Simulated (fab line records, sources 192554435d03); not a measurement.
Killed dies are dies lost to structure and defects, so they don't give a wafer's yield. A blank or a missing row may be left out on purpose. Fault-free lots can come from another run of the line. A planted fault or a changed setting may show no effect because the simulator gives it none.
2 desks looking at one fault :: flow n5-finfet :: every desk sees just its own numbers, and what lay behind them comes last

== THE METROLOGY DESK ==
What the gauges read for every lot (on any tool): the sampled wafers with a number, averaged. The brackets show how far a lot's mean lies from the usual mean; more than 4 standard deviations puts the lot out of limits, marked OUT.
Columns: A = M8_THK at N5_BEOL_M8_THK_MEAS_53, usual 80.4 nm; B = M8_RS at N5_BEOL_M8_RS_MEAS_57, usual 0.282 ohm/sq
lot: L282
first seen here: day 11 23:30
A: 77.3
B: 0.295

lot: L286
first seen here: day 13 01:47
A: 81.7
B: 0.277

lot: L284
first seen here: day 13 09:44
A: 80.1
B: 0.284

lot: L289
first seen here: day 14 02:51
A: 79.1
B: 0.282

lot: L294
first seen here: day 16 05:28
A: 80.2
B: 0.281
This desk's verdict: no lot among the 5 shows anything out of limits.

== THE TOOL OWNER'S DESK: pecvd-02 ==
The tool's own readings at N5_BEOL_M8_DEP_56 (deposits SiCN from 3MS/NH3, target thk 10 nm, time 17.5 s): means of the sampled wafers that have a number, for each lot that ran on this tool. The brackets show how far a lot's mean lies from the usual mean; more than 4 standard deviations puts the lot out of limits, marked OUT.
Columns: A = showerhead-plenum-p-Torr at N5_BEOL_M8_DEP_56, usual 3.671 Torr; B = throttle-valve-pct at N5_BEOL_M8_DEP_56, usual 9.2 %
lot: L282
first seen here: day 11 23:34
A: 3.678
B: 9.3

lot: L294
first seen here: day 16 05:31
A: 3.674
B: 8.9
This desk's verdict: no lot among the 2 shows anything out of limits.

== PUT TOGETHER ==
Nothing out of limits was seen by the metrology desk.
The tool owner's desk saw nothing out of limits.

== WHAT THE SIMULATOR PUT IN ==
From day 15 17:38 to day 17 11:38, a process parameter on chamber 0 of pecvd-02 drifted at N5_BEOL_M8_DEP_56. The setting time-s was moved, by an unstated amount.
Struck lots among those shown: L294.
